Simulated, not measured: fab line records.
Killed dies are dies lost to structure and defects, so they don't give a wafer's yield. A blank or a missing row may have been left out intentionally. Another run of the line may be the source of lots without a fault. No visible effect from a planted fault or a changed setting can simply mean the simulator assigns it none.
Which tool is to blame? / flow nand-harc / Sampling: 12 lots, 36 wafers, 5 of 1302 route steps

WHAT THE GAUGES SHOWED, per wafer
NHARC_A_BONDPAD_THK_MEAS_20: measures by xrf. Usual: thk-nm at 169.8 nm, with a standard deviation of 1.5.
lot=L770; measured=day 23 12:33; on=film-metro-02; thk-nm (nm)=168.9 170.8 169.3; flag=
lot=L769; measured=day 24 02:36; on=film-metro-01; thk-nm (nm)=169.5 169.4 173.3; flag=
lot=L773; measured=day 25 12:47; on=film-metro-01; thk-nm (nm)=168.0 172.1 169.2; flag=
lot=L774; measured=day 25 18:43; on=film-metro-01; thk-nm (nm)=168.6 168.9 169.8; flag=
lot=L776; measured=day 27 01:41; on=film-metro-02; thk-nm (nm)=171.9 173.5 169.6; flag=
lot=L777; measured=day 27 06:34; on=film-metro-01; thk-nm (nm)=167.8 170.6 170.4; flag=
lot=L778; measured=day 27 23:53; on=film-metro-02; thk-nm (nm)=170.0 171.2 170.1; flag=
lot=L785; measured=day 30 12:38; on=film-metro-02; thk-nm (nm)=171.2 170.0 170.6; flag=
lot=L786; measured=day 30 17:08; on=film-metro-02; thk-nm (nm)=169.8 170.3 169.9; flag=
lot=L790; measured=day 31 20:46; on=film-metro-02; thk-nm (nm)=168.1 171.6 168.9; flag=
lot=L789; measured=day 31 23:08; on=film-metro-01; thk-nm (nm)=170.5 166.8 165.7; flag=
lot=L791; measured=day 32 18:04; on=film-metro-02; thk-nm (nm)=169.5 168.0 167.5; flag=

NHARC_END_SORT_01. Usual: defect-limited-yield is 91.1 % with standard deviation 2.9, killed-at-array is 55 with standard deviation 19, killed-at-other is 0.8 with standard deviation 1.1, killed-at-periphery is 4.0 with standard deviation 2.6, killed-dies is 60 with standard deviation 20, killed-open is 3.4 with standard deviation 1.7, and killed-short is 2.6 with standard deviation 1.5.
lot=L770; measured=day 24 19:14; on=prober-02; defect-limited-yield (%)=87.6 88.3 88.3; killed-at-array=79 74 77; killed-at-other=2 0 1; killed-at-periphery=3 5 1; killed-dies=84 79 79; killed-open=4 2 2; killed-short=0 5 4; flag=
lot=L778; measured=day 29 04:14; on=prober-02; defect-limited-yield (%)=90.8 91.6 90.8; killed-at-array=56 51 59; killed-at-other=1 0 0; killed-at-periphery=5 6 3; killed-dies=62 57 62; killed-open=5 2 5; killed-short=5 6 2; flag=
lot=L785; measured=day 31 21:11; on=prober-02; defect-limited-yield (%)=87.0 83.3 84.8; killed-at-array=77 103 96; killed-at-other=0 1 0; killed-at-periphery=11 9 7; killed-dies=88 113 103; killed-open=2 2 2; killed-short=3 4 3; flag=
lot=L791; measured=day 33 23:45; on=prober-02; defect-limited-yield (%)=94.1 94.8 94.4; killed-at-array=38 31 35; killed-at-other=0 1 0; killed-at-periphery=2 3 3; killed-dies=40 35 38; killed-open=1 3 4; killed-short=4 2 2; flag=

WHICH TOOL RAN EACH LOT (tool, then ch and the chambers of the sampled wafers, then the start)
lot=L770; NHARC_THIN_TSV_STRIP_45=plasma-asher-02 ch 0,1, day 24 02:55; NHARC_THIN_TSV_ETCH_36=rie-metal-01 ch 0,1, day 24 08:22; NHARC_THIN_TSV_ANNEAL_58=furnace-02 ch 0, day 24 14:43
lot=L769; NHARC_THIN_TSV_STRIP_45=plasma-asher-02 ch 0,1, day 24 17:09; NHARC_THIN_TSV_ETCH_36=rie-metal-03 ch 0,1, day 24 23:05; NHARC_THIN_TSV_ANNEAL_58=furnace-08 ch 0, day 25 01:21
lot=L773; NHARC_THIN_TSV_STRIP_45=plasma-asher-01 ch 0,1, day 26 04:04; NHARC_THIN_TSV_ETCH_36=rie-metal-02 ch 0,1, day 26 09:38; NHARC_THIN_TSV_ANNEAL_58=furnace-01 ch 0, day 26 13:44
lot=L774; NHARC_THIN_TSV_STRIP_45=plasma-asher-01 ch 0,1, day 26 08:28; NHARC_THIN_TSV_ETCH_36=rie-metal-01 ch 0,1, day 26 13:52; NHARC_THIN_TSV_ANNEAL_58=furnace-08 ch 0, day 26 17:51
lot=L776; NHARC_THIN_TSV_STRIP_45=plasma-asher-02 ch 0, day 27 15:02; NHARC_THIN_TSV_ETCH_36=rie-metal-01 ch 0,1, day 27 20:26; NHARC_THIN_TSV_ANNEAL_58=furnace-08 ch 0, day 28 00:24
lot=L777; NHARC_THIN_TSV_STRIP_45=plasma-asher-01 ch 0,1, day 27 20:12; NHARC_THIN_TSV_ETCH_36=rie-metal-02 ch 0,1, day 28 01:34; NHARC_THIN_TSV_ANNEAL_58=furnace-01 ch 0, day 28 05:40
lot=L778; NHARC_THIN_TSV_STRIP_45=plasma-asher-01 ch 0,1, day 28 13:38; NHARC_THIN_TSV_ETCH_36=rie-metal-03 ch 0,1, day 28 18:57; NHARC_THIN_TSV_ANNEAL_58=furnace-02 ch 0, day 28 22:03
lot=L785; NHARC_THIN_TSV_STRIP_45=plasma-asher-01 ch 0,1, day 31 06:44; NHARC_THIN_TSV_ETCH_36=rie-metal-02 ch 0,1, day 31 12:04; NHARC_THIN_TSV_ANNEAL_58=furnace-01 ch 0, day 31 15:03
lot=L786; NHARC_THIN_TSV_STRIP_45=plasma-asher-02 ch 0,1, day 31 05:32; NHARC_THIN_TSV_ETCH_36=rie-metal-01 ch 0,1, day 31 10:57; NHARC_THIN_TSV_ANNEAL_58=furnace-01 ch 0, day 31 15:03
lot=L790; NHARC_THIN_TSV_STRIP_45=plasma-asher-02 ch 0,1, day 32 15:20; NHARC_THIN_TSV_ETCH_36=rie-metal-02 ch 0,1, day 32 20:44; NHARC_THIN_TSV_ANNEAL_58=furnace-08 ch 0, day 33 00:42
lot=L789; NHARC_THIN_TSV_STRIP_45=plasma-asher-02 ch 0,1, day 32 16:35; NHARC_THIN_TSV_ETCH_36=rie-metal-01 ch 0,1, day 32 22:00; NHARC_THIN_TSV_ANNEAL_58=furnace-08 ch 0, day 33 00:42
lot=L791; NHARC_THIN_TSV_STRIP_45=plasma-asher-01 ch 0,1, day 33 07:35; NHARC_THIN_TSV_ETCH_36=rie-metal-01 ch 0,1, day 33 12:59; NHARC_THIN_TSV_ANNEAL_58=furnace-08 ch 0, day 33 18:28
- NHARC_THIN_TSV_STRIP_45: strips in O2.
- NHARC_THIN_TSV_ETCH_36: etches the open film in Cl2/BCl3, target depth 65 nm, time 18.571 s.
- NHARC_THIN_TSV_ANNEAL_58: time 1800 s.

AS READ BY THE TOOLS THEMSELVES (means over the sampled wafers that have a number; for cases with no such wafer, the mark the record gives instead)
NHARC_THIN_TSV_STRIP_45. Usual: drypump-motor-current-A 5.4 A, standard deviation 0.31; heater-power-w 331 W, standard deviation 32.
lot=L770; tool=plasma-asher-02; drypump-motor-current-A (A)=5.5; heater-power-w (W)=317; flag=
lot=L769; tool=plasma-asher-02; drypump-motor-current-A (A)=5.5; heater-power-w (W)=317; flag=
lot=L773; tool=plasma-asher-01; drypump-motor-current-A (A)=5.2; heater-power-w (W)=346; flag=
lot=L774; tool=plasma-asher-01; drypump-motor-current-A (A)=5.2; heater-power-w (W)=344; flag=
lot=L776; tool=plasma-asher-02; drypump-motor-current-A (A)=5.6; heater-power-w (W)=321; flag=
lot=L777; tool=plasma-asher-01; drypump-motor-current-A (A)=5.2; heater-power-w (W)=346; flag=
lot=L778; tool=plasma-asher-01; drypump-motor-current-A (A)=5.2; heater-power-w (W)=347; flag=
lot=L785; tool=plasma-asher-01; drypump-motor-current-A (A)=5.2; heater-power-w (W)=342; flag=
lot=L786; tool=plasma-asher-02; drypump-motor-current-A (A)=5.4; heater-power-w (W)=301; flag=
lot=L790; tool=plasma-asher-02; drypump-motor-current-A (A)=5.5; heater-power-w (W)=310; flag=
lot=L789; tool=plasma-asher-02; drypump-motor-current-A (A)=5.5; heater-power-w (W)=305; flag=
lot=L791; tool=plasma-asher-01; drypump-motor-current-A (A)=5.5; heater-power-w (W)=369; flag=

NHARC_THIN_TSV_ETCH_36. Usual: chamber-pressure-mTorr 10.000 mTorr, standard deviation 0.0096; drypump-motor-current-A 5.9 A, standard deviation 0.58; oes-product-au 1.002 a.u., standard deviation 0.0088.
lot=L770; tool=rie-metal-01; chamber-pressure-mTorr (mTorr)=10.009; drypump-motor-current-A (A)=6.3; oes-product-au (a.u.)=0.996; flag=
lot=L769; tool=rie-metal-03; chamber-pressure-mTorr (mTorr)=10.002; drypump-motor-current-A (A)=6.4; oes-product-au (a.u.)=1.011; flag=
lot=L773; tool=rie-metal-02; chamber-pressure-mTorr (mTorr)=10.004; drypump-motor-current-A (A)=5.2; oes-product-au (a.u.)=0.997; flag=
lot=L774; tool=rie-metal-01; chamber-pressure-mTorr (mTorr)=10.001; drypump-motor-current-A (A)=6.3; oes-product-au (a.u.)=1.002; flag=
lot=L776; tool=rie-metal-01; chamber-pressure-mTorr (mTorr)=10.015; drypump-motor-current-A (A)=6.4; oes-product-au (a.u.)=0.996; flag=
lot=L777; tool=rie-metal-02; chamber-pressure-mTorr (mTorr)=10.002; drypump-motor-current-A (A)=5.3; oes-product-au (a.u.)=0.991; flag=
lot=L778; tool=rie-metal-03; chamber-pressure-mTorr (mTorr)=10.000; drypump-motor-current-A (A)=6.2; oes-product-au (a.u.)=1.001; flag=
lot=L785; tool=rie-metal-02; chamber-pressure-mTorr (mTorr)=9.998; drypump-motor-current-A (A)=5.2; oes-product-au (a.u.)=1.008; flag=
lot=L786; tool=rie-metal-01; chamber-pressure-mTorr (mTorr)=9.995; drypump-motor-current-A (A)=6.4; oes-product-au (a.u.)=0.995; flag=
lot=L790; tool=rie-metal-02; chamber-pressure-mTorr (mTorr)=10.003; drypump-motor-current-A (A)=5.3; oes-product-au (a.u.)=0.994; flag=
lot=L789; tool=rie-metal-01; chamber-pressure-mTorr (mTorr)=9.998; drypump-motor-current-A (A)=6.3; oes-product-au (a.u.)=0.997; flag=
lot=L791; tool=rie-metal-01; chamber-pressure-mTorr (mTorr)=9.998; drypump-motor-current-A (A)=6.5; oes-product-au (a.u.)=1.001; flag=

NHARC_THIN_TSV_ANNEAL_58. Usual: spike-tc-bottom-C 425.4 C, standard deviation 1.4; spike-tc-centre-C 400.4 C, standard deviation 1.7; spike-tc-lower-C 399.5 C, standard deviation 1.3; spike-tc-top-C 429.0 C, standard deviation 1.5; spike-tc-upper-C 399.7 C, standard deviation 1.3; tube_center_temp_C_max 401.05, standard deviation 0.18; zone-power-lower-pct 4.22 %, standard deviation 0.095; zone-power-upper-pct 4.36 %, standard deviation 0.3.
lot=L770; tool=furnace-02; spike-tc-bottom-C (C)=424.6; spike-tc-centre-C (C)=400.7; spike-tc-lower-C (C)=399.8; spike-tc-top-C (C)=427.9; spike-tc-upper-C (C)=401.0; tube_center_temp_C_max=401.07; zone-power-lower-pct (%)=4.36; zone-power-upper-pct (%)=4.79; flag=
lot=L769; tool=furnace-08; spike-tc-bottom-C (C)=426.0; spike-tc-centre-C (C)=398.6; spike-tc-lower-C (C)=399.1; spike-tc-top-C (C)=429.8; spike-tc-upper-C (C)=398.2; tube_center_temp_C_max=400.87; zone-power-lower-pct (%)=4.14; zone-power-upper-pct (%)=4.11; flag=
lot=L773; tool=furnace-01; spike-tc-bottom-C (C)=426.3; spike-tc-centre-C (C)=403.3; spike-tc-lower-C (C)=400.8; spike-tc-top-C (C)=428.6; spike-tc-upper-C (C)=399.4; tube_center_temp_C_max=401.08; zone-power-lower-pct (%)=4.21; zone-power-upper-pct (%)=4.17; flag=
lot=L774; tool=furnace-08; spike-tc-bottom-C (C)=425.8; spike-tc-centre-C (C)=398.7; spike-tc-lower-C (C)=399.5; spike-tc-top-C (C)=431.5; spike-tc-upper-C (C)=399.1; tube_center_temp_C_max=400.97; zone-power-lower-pct (%)=4.13; zone-power-upper-pct (%)=4.13; flag=
lot=L776; tool=furnace-08; spike-tc-bottom-C (C)=427.1; spike-tc-centre-C (C)=399.5; spike-tc-lower-C (C)=399.8; spike-tc-top-C (C)=430.2; spike-tc-upper-C (C)=399.3; tube_center_temp_C_max=401.17; zone-power-lower-pct (%)=4.12; zone-power-upper-pct (%)=4.15; flag=
lot=L777; tool=furnace-01; spike-tc-bottom-C (C)=425.5; spike-tc-centre-C (C)=402.7; spike-tc-lower-C (C)=401.4; spike-tc-top-C (C)=427.2; spike-tc-upper-C (C)=398.5; tube_center_temp_C_max=401.10; zone-power-lower-pct (%)=4.25; zone-power-upper-pct (%)=4.19; flag=
lot=L778; tool=furnace-02; spike-tc-bottom-C (C)=424.1; spike-tc-centre-C (C)=399.9; spike-tc-lower-C (C)=398.8; spike-tc-top-C (C)=428.9; spike-tc-upper-C (C)=399.4; tube_center_temp_C_max=400.86; zone-power-lower-pct (%)=4.36; zone-power-upper-pct (%)=4.80; flag=
lot=L785; tool=furnace-01; spike-tc-bottom-C (C)=452.2; spike-tc-centre-C (C)=429.7; spike-tc-lower-C (C)=427.9; spike-tc-top-C (C)=453.5; spike-tc-upper-C (C)=425.4; tube_center_temp_C_max=401.40; zone-power-lower-pct (%)=4.69; zone-power-upper-pct (%)=4.64; flag=OFF
lot=L786; tool=furnace-01; spike-tc-bottom-C (C)=451.1; spike-tc-centre-C (C)=429.0; spike-tc-lower-C (C)=428.2; spike-tc-top-C (C)=453.5; spike-tc-upper-C (C)=427.0; tube_center_temp_C_max=401.00; zone-power-lower-pct (%)=4.65; zone-power-upper-pct (%)=4.62; flag=OFF
lot=L790; tool=furnace-08; spike-tc-bottom-C (C)=426.4; spike-tc-centre-C (C)=398.6; spike-tc-lower-C (C)=399.9; spike-tc-top-C (C)=429.3; spike-tc-upper-C (C)=398.5; tube_center_temp_C_max=401.01; zone-power-lower-pct (%)=4.13; zone-power-upper-pct (%)=4.11; flag=
lot=L789; tool=furnace-08; spike-tc-bottom-C (C)=426.0; spike-tc-centre-C (C)=398.7; spike-tc-lower-C (C)=399.6; spike-tc-top-C (C)=430.8; spike-tc-upper-C (C)=399.4; tube_center_temp_C_max=401.10; zone-power-lower-pct (%)=4.12; zone-power-upper-pct (%)=4.14; flag=
lot=L791; tool=furnace-08; spike-tc-bottom-C (C)=425.2; spike-tc-centre-C (C)=398.6; spike-tc-lower-C (C)=398.9; spike-tc-top-C (C)=429.4; spike-tc-upper-C (C)=399.0; tube_center_temp_C_max=401.08; zone-power-lower-pct (%)=4.11; zone-power-upper-pct (%)=4.13; flag=

THE ANSWER, worked out from the rows above alone
Rule: a lot is off if the mean of its wafers that have a number lies more than 3 standard deviations from the usual mean. Also off: a lot with no number at a reading for which 4 or more lots have one. Any other lot the step has rows for is counted as sound. Order of review: gauges by route order, followed by the tools' own readings, for which a lot's mean as printed above is used. At the first step where some lot is off, the reading lying furthest off is the one used; lots without a number count as furthest.
Off: L785, L786 (NHARC_THIN_TSV_ANNEAL_58, spike-tc-lower-C).
If a tool, at that step or one of the process steps before it, ran each lot that is off and ran no sound lot following the first of them, it fits. One fits: NHARC_THIN_TSV_ANNEAL_58 on furnace-01. A fault onset in the window from L777 (day 28 05:40, its last sound lot) to L785 (day 31 15:03, its first lot off) fits.
The tool's own readings at NHARC_THIN_TSV_ANNEAL_58 bear it out: on the lots that are off they differ by more than 5 times the standard deviation of the sound lots' means. spike-tc-bottom-C reads 451.6 C there against 425.7 C on the sound lots; spike-tc-centre-C reads 429.4 C there against 399.9 C on the sound lots; spike-tc-lower-C reads 428.0 C there against 399.8 C on the sound lots; spike-tc-top-C reads 453.5 C there against 429.4 C on the sound lots; spike-tc-upper-C reads 426.2 C there against 399.2 C on the sound lots; zone-power-lower-pct reads 4.67 % there against 4.19 % on the sound lots.

WHAT THE SIMULATOR PUT IN
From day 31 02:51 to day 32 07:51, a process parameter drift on furnace-01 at NHARC_THIN_TSV_ANNEAL_58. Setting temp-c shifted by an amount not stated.
Struck lots among those shown: L785, L786. The rule given above showed the same thing.
